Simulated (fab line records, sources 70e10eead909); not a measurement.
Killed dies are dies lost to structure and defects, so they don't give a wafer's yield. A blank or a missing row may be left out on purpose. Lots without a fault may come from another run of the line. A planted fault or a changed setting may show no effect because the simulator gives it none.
Which tool did it? | flow nand_harc | 24 lots, 72 wafers sampled, at 6 steps of a route of 1159

WHAT THE GAUGES READ, wafer by wafer
NHARC_P_M2_INSPECT_27.
lot  | measured     | on                | raw_defect_count
L074 | day 6 10:08  | defect_inspect-02 | 221 386 276
L075 | day 6 19:14  | defect_inspect-01 | 273 523 284
L076 | day 6 19:55  | defect_inspect-02 | 176 270 201
L077 | day 7 04:58  | defect_inspect-01 | 204 138 150
L078 | day 7 06:39  | defect_inspect-02 | 342 230 247
L081 | day 7 22:01  | defect_inspect-01 | 346 474 391
L080 | day 7 23:14  | defect_inspect-01 | 523 258 447
L079 | day 8 00:27  | defect_inspect-02 | 401 204 270
L082 | day 8 05:53  | defect_inspect-02 | 311 716 352
L083 | day 8 09:28  | defect_inspect-01 | 450 309 421
L084 | day 8 14:38  | defect_inspect-01 | 335 321 205
L087 | day 9 11:10  | defect_inspect-01 | 289 329 380
L086 | day 9 12:09  | defect_inspect-02 | 318 365 256
L085 | day 10 08:20 | defect_inspect-02 | 356 481 238
L088 | day 10 09:40 | defect_inspect-02 | 372 542 487
L090 | day 10 16:11 | defect_inspect-01 | 433 287 512
L089 | day 10 16:53 | defect_inspect-01 | 194 209 234
L091 | day 10 17:53 | defect_inspect-02 | 223 329 296
L094 | day 11 01:38 | defect_inspect-02 | 289 318 243
L093 | day 11 03:33 | defect_inspect-01 | 314 173 292
L092 | day 11 03:56 | defect_inspect-02 | 361 253 314
L095 | day 11 16:41 | defect_inspect-02 | 333 327 296
L096 | day 11 17:35 | defect_inspect-01 | 200 245 181
L097 | day 12 01:58 | defect_inspect-01 | 333 161 201

NHARC_A_SOURCE_PLATE_THK_MEAS_09: measures by ellipsometry.
lot  | measured     | on            | thk_nm (nm)
L074 | day 7 00:50  | film_metro-02 | 8.3 8.3 10.7
L075 | day 7 10:29  | film_metro-02 | 10.7 10.1 10.5
L076 | day 7 10:29  | film_metro-01 | 9.9 9.9 9.8
L077 | day 7 20:13  | film_metro-02 | 10.4 10.5 11.3
L078 | day 7 20:12  | film_metro-01 | 9.2 9.6 8.8
L081 | day 8 13:19  | film_metro-02 | 10.7 9.4 9.4
L080 | day 8 13:19  | film_metro-01 | 9.5 11.1 8.4
L079 | day 8 13:19  | film_metro-01 | 9.3 9.6 8.6
L082 | day 8 21:02  | film_metro-01 | 9.5 10.7 9.6
L083 | day 9 00:47  | film_metro-01 | 12.3 9.1 8.5
L084 | day 9 08:01  | film_metro-02 | 8.9 8.8 9.9
L087 | day 10 01:52 | film_metro-02 | 10.0 11.1 9.7
L086 | day 10 01:52 | film_metro-01 | 8.8 8.7 11.6
L085 | day 10 23:23 | film_metro-02 | 10.2 9.3 9.1
L088 | day 10 23:23 | film_metro-01 | 10.0 9.0 9.6
L090 | day 11 06:56 | film_metro-01 | 9.5 9.9 10.3
L089 | day 11 06:58 | film_metro-02 | 9.1 10.7 8.5
L091 | day 11 06:58 | film_metro-01 | 8.5 9.8 10.0
L094 | day 11 16:26 | film_metro-01 | 9.5 11.7 9.3
L093 | day 11 16:26 | film_metro-02 | 10.3 10.6 11.3
L092 | day 11 16:26 | film_metro-01 | 8.5 10.1 9.9
L095 | day 12 07:38 | film_metro-02 | 9.3 9.1 10.8
L096 | day 12 07:38 | film_metro-01 | 9.6 10.9 8.8
L097 | day 12 17:25 | film_metro-02 | 8.6 8.7 10.4

NHARC_A_CHANNEL_HOLE_D1_CD_MEAS_18.
lot  | measured     | on        | cd_nm (nm)
L074 | day 8 07:41  | cd_sem-03 | 100.6 102.3 100.5
L075 | day 8 19:13  | cd_sem-02 | 100.4 95.6 99.1
L076 | day 8 19:02  | cd_sem-03 | 101.1 98.5 102.5
L077 | day 9 04:37  | cd_sem-02 | 100.9 100.8 96.2
L078 | day 9 04:23  | cd_sem-03 | 100.0 99.6 99.5
L081 | day 9 22:07  | cd_sem-02 | 101.5 98.1 101.6
L080 | day 9 21:58  | cd_sem-02 | 99.7 99.8 97.5
L079 | day 9 22:34  | cd_sem-01 | 98.1 96.3 95.6
L082 | day 10 05:34 | cd_sem-01 | 96.6 100.3 99.0
L083 | day 10 04:59 | cd_sem-02 | 100.4 98.5 98.3
L084 | day 10 15:26 | cd_sem-02 | 97.6 97.3 97.1
L087 | day 11 08:28 | cd_sem-01 | 98.6 99.1 99.3
L086 | day 11 08:38 | cd_sem-01 | 95.9 102.6 100.3
L085 | day 12 08:56 | cd_sem-03 | 101.5 98.9 99.9
L088 | day 12 09:09 | cd_sem-01 | 105.3 101.3 98.3
L090 | day 12 15:47 | cd_sem-01 | 103.3 98.3 99.1
L089 | day 12 16:38 | cd_sem-01 | 102.4 100.3 101.1
L091 | day 12 15:26 | cd_sem-02 | 98.9 93.9 103.7
L094 | day 13 01:46 | cd_sem-02 | 98.8 97.3 95.8
L093 | day 13 01:25 | cd_sem-03 | 100.4 101.2 100.0
L092 | day 12 23:34 | cd_sem-03 | 98.8 98.1 102.2
L095 | day 13 19:21 | cd_sem-02 | 99.4 99.3 100.8
L096 | day 13 17:19 | cd_sem-02 | 97.7 97.2 99.1
L097 | day 14 02:26 | cd_sem-01 | 98.6 98.3 99.9

WHICH TOOL RAN EACH LOT (tool, then ch and the chambers of the sampled wafers, then the start)
lot  | NHARC_P_BONDPAD_DEP_00                     | NHARC_P_BONDPAD_ETCH_37            | NHARC_P_BONDPAD_PRE_CLEAN_26
L074 | pecvd-03 ch 1,2, day 6 10:47               | rie_diel-02 ch 0,1,3, day 6 12:05  | pvd_sputter-01, day 7 00:50 or earlier
L075 | pecvd-04 ch 1,2, day 6 19:50               | rie_diel-02 ch 0,1,3, day 6 21:19  | pvd_sputter-01, day 7 10:29 or earlier
L076 | pecvd-03 ch 0,1, day 6 22:02 or earlier    | rie_diel-02 ch 0,2, day 6 22:02    | pvd_sputter-03, day 7 10:29 or earlier
L077 | pecvd-02 ch 0,2, day 7 05:52               | rie_diel-07 ch 0,1, day 7 07:16    | pvd_sputter-03, day 7 20:13 or earlier
L078 | pecvd-04 ch 0,1, day 7 07:18               | rie_diel-10 ch 0,2, day 7 08:46    | pvd_sputter-02, day 7 20:12 or earlier
L081 | pecvd-03 ch 0,1, day 8 00:07 or earlier    | rie_diel-02 ch 0,2,3, day 8 00:07  | pvd_sputter-03, day 8 13:19 or earlier
L080 | pecvd-03 ch 0,1,2, day 7 23:50             | rie_diel-02 ch 0,2, day 8 01:20    | pvd_sputter-02, day 8 13:19 or earlier
L079 | pecvd-03 ch 0,1,2, day 8 02:42 or earlier  | rie_diel-02 ch 0,1,3, day 8 02:42  | pvd_sputter-02, day 8 13:19 or earlier
L082 | pecvd-02 ch 0,1,2, day 8 06:37             | rie_diel-02 ch 0,1,3, day 8 08:02  | pvd_sputter-01, day 8 21:02 or earlier
L083 | pecvd-04 ch 0,1, day 8 10:07               | rie_diel-07 ch 0,1, day 8 11:35    | pvd_sputter-02, day 9 00:47 or earlier
L084 | pecvd-04 ch 0,1, day 8 16:41 or earlier    | rie_diel-02 ch 0,1,3, day 8 16:41  | pvd_sputter-03, day 9 08:01 or earlier
L087 | pecvd-02 ch 0,1,2, day 9 13:06 or earlier  | rie_diel-10 ch 0,1,3, day 9 13:06  | pvd_sputter-03, day 10 01:52 or earlier
L086 | pecvd-02 ch 0,2, day 9 12:43               | rie_diel-02 ch 0,2,3, day 9 14:15  | pvd_sputter-03, day 10 01:52 or earlier
L085 | pecvd-04 ch 0,1, day 10 10:25 or earlier   | rie_diel-02 ch 0,1,2, day 10 10:25 | pvd_sputter-03, day 10 23:23 or earlier
L088 | pecvd-03 ch 0,2, day 10 10:22              | rie_diel-02 ch 0,1,2, day 10 11:48 | pvd_sputter-03, day 10 23:23 or earlier
L090 | pecvd-04 ch 0,2, day 10 16:44              | rie_diel-02 ch 0,1,2, day 10 18:11 | pvd_sputter-02, day 11 06:56 or earlier
L089 | pecvd-04 ch 0,1,2, day 10 18:53 or earlier | rie_diel-02 ch 2,3, day 10 18:53   | pvd_sputter-01, day 11 06:58 or earlier
L091 | pecvd-04 ch 1,2, day 10 20:01 or earlier   | rie_diel-02 ch 0,2, day 10 20:01   | pvd_sputter-01, day 11 06:58 or earlier
L094 | pecvd-02 ch 1,2, day 11 02:11              | rie_diel-02 ch 0,1,2, day 11 03:43 | pvd_sputter-01, day 11 16:26 or earlier
L093 | pecvd-02 ch 0,1, day 11 04:09              | rie_diel-02 ch 1,2, day 11 05:31   | pvd_sputter-01, day 11 16:26 or earlier
L092 | pecvd-03 ch 1,2, day 11 04:29              | rie_diel-02 ch 0,2, day 11 06:01   | pvd_sputter-03, day 11 16:26 or earlier
L095 | pecvd-03 ch 0,2, day 11 17:14              | rie_diel-02 ch 0,1,3, day 11 19:07 | pvd_sputter-02, day 12 07:38 or earlier
L096 | pecvd-04 ch 0,1,2, day 11 19:34 or earlier | rie_diel-02 ch 0,1,3, day 11 19:34 | pvd_sputter-02, day 12 07:38 or earlier
L097 | pecvd-04 ch 0,1,2, day 12 04:16 or earlier | rie_diel-10 ch 1,2,3, day 12 04:16 | pvd_sputter-01, day 12 17:25 or earlier
- NHARC_P_BONDPAD_DEP_00: deposits SiCN, target thk 250 nm.
- NHARC_P_BONDPAD_ETCH_37: etches the open film in N2/H2, target depth 60 nm, overetch 18 nm, time 65.91 s.
- NHARC_P_BONDPAD_PRE_CLEAN_26: time 30 s.

WHAT THE TOOLS THEMSELVES READ (means of the sampled wafers that have a number; where no wafer has one, the mark that the record gives instead)
NHARC_P_BONDPAD_DEP_00.
lot  | tool     | heater_power_outer_w (W) | heater_power_w (W)
L074 | pecvd-03 | 269                      | 490
L075 | pecvd-04 | 317                      | 540
L076 | pecvd-03 | 311                      | 549
L077 | pecvd-02 | 296                      | 560
L078 | pecvd-04 | 278                      | 473
L081 | pecvd-03 | 328                      | 579
L080 | pecvd-03 | 329                      | 574
L079 | pecvd-03 | 286                      | 528
L082 | pecvd-02 | 317                      | 562
L083 | pecvd-04 | 290                      | 493
L084 | pecvd-04 | 284                      | 490
L087 | pecvd-02 | 358                      | 615
L086 | pecvd-02 | 277                      | 558
L085 | pecvd-04 | 282                      | 463
L088 | pecvd-03 | 280                      | 509
L090 | pecvd-04 | 295                      | 500
L089 | pecvd-04 | 320                      | 534
L091 | pecvd-04 | 363                      | 592
L094 | pecvd-02 | 368                      | 601
L093 | pecvd-02 | 370                      | 603
L092 | pecvd-03 | 282                      | 509
L095 | pecvd-03 | 297                      | 545
L096 | pecvd-04 | 315                      | 520
L097 | pecvd-04 | 329                      | 549

NHARC_P_BONDPAD_ETCH_37.
lot  | tool        | drypump_motor_current_A (A) | oes_product_au (a.u.) | rf_vpp_V (V) | showerhead_plenum_p_Torr (Torr) | throttle_valve_pct (%)
L074 | rie_diel-02 | 6.1                         | 1.001                 | 433.2        | 2.12                            | 14.165
L075 | rie_diel-02 | 6.1                         | 1.000                 | 433.0        | 2.12                            | 14.179
L076 | rie_diel-02 | 5.8                         | 0.999                 | 432.8        | 2.11                            | 14.170
L077 | rie_diel-07 | 5.6                         | 1.018                 | 432.4        | 2.10                            | 14.171
L078 | rie_diel-10 | 5.6                         | 1.000                 | 428.7        | 1.97                            | 14.179
L081 | rie_diel-02 | 5.9                         | 0.997                 | 433.1        | 2.11                            | 14.188
L080 | rie_diel-02 | 5.8                         | 0.987                 | 432.4        | 2.11                            | 14.178
L079 | rie_diel-02 | 6.1                         | 0.996                 | 432.9        | 2.11                            | 14.164
L082 | rie_diel-02 | 6.1                         | 1.004                 | 432.3        | 2.11                            | 14.171
L083 | rie_diel-07 | 5.6                         | 1.009                 | 432.6        | 2.12                            | 14.171
L084 | rie_diel-02 | 6.1                         | 1.000                 | 432.5        | 2.11                            | 14.163
L087 | rie_diel-10 | 5.4                         | 0.999                 | 433.1        | 2.10                            | 14.167
L086 | rie_diel-02 | 5.9                         | 1.002                 | 432.1        | 2.11                            | 14.168
L085 | rie_diel-02 | 6.0                         | 1.012                 | 431.0        | 2.05                            | 14.166
L088 | rie_diel-02 | 6.0                         | 0.996                 | 431.4        | 2.05                            | 14.175
L090 | rie_diel-02 | 6.0                         | 0.999                 | 430.9        | 2.05                            | 14.172
L089 | rie_diel-02 | 5.8                         | 1.004                 | 430.6        | 2.04                            | 14.167
L091 | rie_diel-02 | 5.7                         | 0.996                 | 430.2        | 2.05                            | 14.175
L094 | rie_diel-02 | 6.0                         | 1.005                 | 430.6        | 2.05                            | 14.171
L093 | rie_diel-02 | 5.9                         | 0.997                 | 429.2        | 1.98                            | 14.174
L092 | rie_diel-02 | 5.8                         | 0.998                 | 432.7        | 2.11                            | 14.171
L095 | rie_diel-02 | 6.1                         | 0.999                 | 432.5        | 2.11                            | 14.166
L096 | rie_diel-02 | 6.1                         | 1.004                 | 432.0        | 2.11                            | 14.174
L097 | rie_diel-10 | 5.5                         | 1.008                 | 430.4        | 2.04                            | 14.172

NHARC_P_BONDPAD_PRE_CLEAN_26.
lot  | tool           | heater_power_w (W)
L074 | pvd_sputter-01 | 432
L075 | pvd_sputter-01 | 431
L076 | pvd_sputter-03 | 380
L077 | pvd_sputter-03 | 482
L078 | pvd_sputter-02 | 450
L081 | pvd_sputter-03 | 402
L080 | pvd_sputter-02 | 372
L079 | pvd_sputter-02 | 414
L082 | pvd_sputter-01 | 427
L083 | pvd_sputter-02 | 417
L084 | pvd_sputter-03 | 424
L087 | pvd_sputter-03 | 432
L086 | pvd_sputter-03 | 461
L085 | pvd_sputter-03 | 449
L088 | pvd_sputter-03 | 459
L090 | pvd_sputter-02 | 419
L089 | pvd_sputter-01 | 420
L091 | pvd_sputter-01 | 415
L094 | pvd_sputter-01 | 417
L093 | pvd_sputter-01 | 441
L092 | pvd_sputter-03 | 485
L095 | pvd_sputter-02 | 427
L096 | pvd_sputter-02 | 421
L097 | pvd_sputter-01 | 429

THE ANSWER, worked out from the rows above alone
Rule: what is usual is taken from the lots themselves. Put in order of their means at a reading, lots are off if they are a third of the lots or fewer, leave a main group of 4 or more, and stand apart from it by a gap of 3 or more times the standard deviation of the main group's means; of several such gaps the widest counts. A main group whose means are all the same, to the digits that the tables above print for the reading, isn't used. A lot without any number at a reading at which 4 lots or more have one is off too. The other lots that the step has rows for count as sound. The gauges are gone through in route order, then the tools' own readings, and for those a lot's mean is taken as printed above. The first step at which some lot is off is used, and at that step the reading that is off furthest; a lot without a number counts as furthest.
No lot is off at any reading shown: from this, nothing can be told.

WHAT THE SIMULATOR HAD PUT IN
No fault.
